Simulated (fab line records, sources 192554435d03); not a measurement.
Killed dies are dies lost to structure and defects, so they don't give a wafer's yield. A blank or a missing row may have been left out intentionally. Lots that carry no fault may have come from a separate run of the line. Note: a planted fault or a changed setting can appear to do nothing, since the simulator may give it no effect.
Lot-split experiment | flow n5 finfet | on a route of 1938 steps: 7 lots, 21 wafers read

ABOUT THE SPLIT
At N5_BEOL_M14_ILD_DEP_00 (deposits SiO2 from TEOS/O2, target thk 1119.3 nm, time 237.4 s), the setting time s was moved away from the recipe's 237.4 s on 9 of the 21 wafers read, by -7.8% to +9.5%. This setting was run at the recipe's value on the other wafers.

No step appears in the file between the split and the reading.

THE READING
At N5_BEOL_M14_THK_MEAS_01: M14_ILD_THK, given in nm. Typical for fault-free wafers on this fab line: 1116 nm, with standard deviation 15 nm.

wafer  | tool, chamber at the split | time s as run, s | against the recipe | M14_ILD_THK, nm | against lot-mates on the recipe
L074.2 | pecvd-02, 0                | 237.4            | recipe             | 1107            | -
L074.3 | pecvd-02, 2                | 237.4            | recipe             | 1106            | -
L074.5 | pecvd-02, 0                | 237.4            | recipe             | 1139            | -
L076.3 | pecvd-04, 0                | 250.5            | +5.5%              | 1175            | +40
L076.4 | pecvd-04, 0                | 250.5            | +5.5%              | 1186            | +51
L076.6 | pecvd-04, 2                | 237.4            | recipe             | 1135            | -
L080.2 | pecvd-04, 1                | 254.9            | +7.4%              | 1205            | +89
L080.4 | pecvd-04, 0                | 237.4            | recipe             | 1116            | -
L080.6 | pecvd-04, 1                | 254.9            | +7.4%              | 1224            | +108
L082.1 | pecvd-04, 0                | 237.4            | recipe             | 1107            | -
L082.2 | pecvd-04, 2                | 258.3            | +8.8%              | 1200            | +70
L082.5 | pecvd-04, 1                | 237.4            | recipe             | 1153            | -
L083.2 | pecvd-04, 2                | 237.4            | recipe             | 1105            | -
L083.4 | pecvd-04, 0                | 237.4            | recipe             | 1117            | -
L083.6 | pecvd-04, 2                | 237.4            | recipe             | 1139            | -
L089.3 | pecvd-02, 1                | 219              | -7.8%              | 1016            | -95
L089.4 | pecvd-02, 0                | 219              | -7.8%              | 1043            | -68
L089.5 | pecvd-02, 2                | 237.4            | recipe             | 1111            | -
L087.2 | pecvd-04, 1                | 237.4            | recipe             | 1100            | -
L087.4 | pecvd-04, 1                | 259.9            | +9.5%              | 1229            | +129
L087.6 | pecvd-04, 2                | 259.9            | +9.5%              | 1204            | +104

FIT RESULTS
A straight line over all 21 wafers: M14_ILD_THK changes by +11 nm for each +1% of time s; r = +0.96; the points scatter about the line by 16 nm.
The same after taking each lot's own level away (the mean of its wafers on the recipe; 21 wafers): +11 nm for each +1%; r = +0.96; scatter 17 nm.
Per that fit: largest time s move, reading shift of 1e+02 nm.
The lots' own levels span 1100.0 to 1135.0 nm, that is 2.3 times the standard deviation above.
So the lot-to-lot level changes the slope little: the two slopes agree.
Check: with one of the wafers moved furthest among these (+9.5%) left out of the fit, the line predicts +99.9 nm for it against its lot-mates. Against them it came out at +129 nm.

THE WHOLE CHAIN: every reading that the file lists as answering this split, in the file's order
step                    | what it does                                                   | reading                                                                             | change (the file's fit)              | r (the file's)
N5_BEOL_M14_ILD_DEP_00  | deposits SiO2 from TEOS/O2, target thk 1119.3 nm, time 237.4 s | SiO2_of_BEOL_M14_ILD_DEP_00.thk nm (the simulator's own value, which no gauge read) | +10.7 nm for each +1% of the setting | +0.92
N5_BEOL_M14_THK_MEAS_01 |                                                                | M14_ILD_THK                                                                         | +10.7 for each +1% of the setting    | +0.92
N5_BEOL_M14_VIA_ETCH_16 | etches SiO2 in C4F8/O2/Ar, target depth 1231.3 nm              | etch.depth nm (the simulator's own value, which no gauge read)                      | +10.7 nm for each +1% of the setting | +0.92
N5_BEOL_M14_VIA_ETCH_16 | etches SiO2 in C4F8/O2/Ar, target depth 1231.3 nm              | coat_of_BEOL_M14_COAT_04.thk nm (the simulator's own value, which no gauge read)    | -2.49 nm for each +1% of the setting | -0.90

FILE'S OWN FIT
M14_ILD_THK changes by +10.7 nm for each +1% of time s, r = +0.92.
